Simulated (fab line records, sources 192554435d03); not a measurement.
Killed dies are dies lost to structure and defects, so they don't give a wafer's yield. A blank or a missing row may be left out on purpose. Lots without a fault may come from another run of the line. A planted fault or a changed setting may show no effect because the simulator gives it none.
Which tool did it? | flow n5_finfet | 9 lots, 27 wafers sampled, at 5 steps of a route of 1938

WHAT THE GAUGES READ, wafer by wafer
N5_BEOL_M4_RC_MEAS_101.
lot  | measured     | on        | DIBL_N (mV/V)
L806 | day 8 17:03  | prober-02 | 36.0 38.8 38.9
L812 | day 9 19:12  | prober-01 | 34.6 36.0 35.9
L813 | day 10 06:25 | prober-01 | 35.0 37.7 36.8
L818 | day 11 05:26 | prober-02 | 37.3 33.8 35.9
L816 | day 11 05:43 | prober-01 | 36.4 35.1 38.9
L819 | day 11 13:49 | prober-02 | 36.2 38.6 35.8
L817 | day 11 16:39 | prober-02 | 36.4 34.2 34.8
L824 | day 13 07:39 | prober-01 | 34.2 37.2 36.9
L825 | day 13 10:01 | prober-01 | 37.9 39.1 39.1

WHICH TOOL RAN EACH LOT (tool, then ch and the chambers of the sampled wafers, then the start)
lot  | N5_BEOL_M1_ETCH_74                 | N5_BEOL_M1_ETCH_63                 | N5_BEOL_M1_ALD_98                 | N5_BEOL_M1_STRIP_97
L806 | rie_diel-05 ch 0,2, day 7 01:19    | rie_diel-05 ch 0,2, day 7 01:20    | ald_sin-02 ch 2,3, day 7 02:25    | rie_diel-03 ch 1,2,3, day 8 17:03 or earlier
L812 | rie_diel-05 ch 0,1, day 8 08:25    | rie_diel-05 ch 0,1, day 8 08:26    | ald_sin-03 ch 1,2,3, day 8 09:25  | rie_diel-03 ch 0,1,3, day 9 19:12 or earlier
L813 | rie_diel-05 ch 1,2,3, day 8 16:25  | rie_diel-05 ch 1,2,3, day 8 16:25  | ald_sin-03 ch 0,1,3, day 8 17:41  | rie_diel-05 ch 1,2, day 10 06:25 or earlier
L818 | rie_diel-01 ch 2,3, day 9 17:22    | rie_diel-01 ch 2,3, day 9 17:23    | ald_sin-04 ch 0,2, day 9 18:43    | rie_diel-01 ch 0,2,3, day 11 05:26 or earlier
L816 | rie_diel-01 ch 0,1, day 9 20:30    | rie_diel-01 ch 0,1, day 9 20:31    | ald_sin-02 ch 2,3, day 9 21:55    | rie_diel-01 ch 1,2, day 11 05:43 or earlier
L819 | rie_diel-03 ch 0,1,3, day 10 00:08 | rie_diel-03 ch 0,1,3, day 10 00:08 | ald_sin-02 ch 2,3, day 10 02:03   | rie_diel-01 ch 1,2, day 11 13:49 or earlier
L817 | rie_diel-03 ch 1,2, day 10 09:12   | rie_diel-03 ch 1,2, day 10 09:13   | ald_sin-02 ch 0,1,2, day 10 10:11 | rie_diel-05 ch 2,3, day 11 16:39 or earlier
L824 | rie_diel-03 ch 0,1,2, day 11 11:30 | rie_diel-03 ch 0,1,2, day 11 11:31 | ald_sin-03 ch 0,2,3, day 11 12:55 | rie_diel-01 ch 1,2,3, day 13 07:39 or earlier
L825 | rie_diel-05 ch 1,2,3, day 11 23:40 | rie_diel-05 ch 1,2,3, day 11 23:41 | ald_sin-03 ch 0,1, day 12 01:03   | rie_diel-03 ch 0,1,2, day 13 10:01 or earlier
- N5_BEOL_M1_ETCH_74: etches underlayer in N2/H2, target depth 6.5 nm, time 5.2 s.
- N5_BEOL_M1_ETCH_63: etches SiARC in CF4, target depth 15.6 nm, time 26 s.
- N5_BEOL_M1_ALD_98: deposits SiO2, target thk 2.5 nm, pulse time 1 s, co reactant pulse time 1 s.
- N5_BEOL_M1_STRIP_97: strips in N2/H2, time 10 s.

THE ANSWER, worked out from the rows above alone
Rule: what is usual is taken from the lots themselves. Put in order of their means at a reading, lots are off if they are a third of the lots or fewer, leave a main group of 4 or more, and stand apart from it by a gap of 3 or more times the standard deviation of the main group's means; of several such gaps the widest counts. A main group whose means are all the same, to the digits that the tables above print for the reading, isn't used. A lot without any number at a reading at which 4 lots or more have one is off too. The other lots that the step has rows for count as sound.
No lot is off at any reading shown: from this, nothing can be told.

WHAT THE SIMULATOR HAD PUT IN
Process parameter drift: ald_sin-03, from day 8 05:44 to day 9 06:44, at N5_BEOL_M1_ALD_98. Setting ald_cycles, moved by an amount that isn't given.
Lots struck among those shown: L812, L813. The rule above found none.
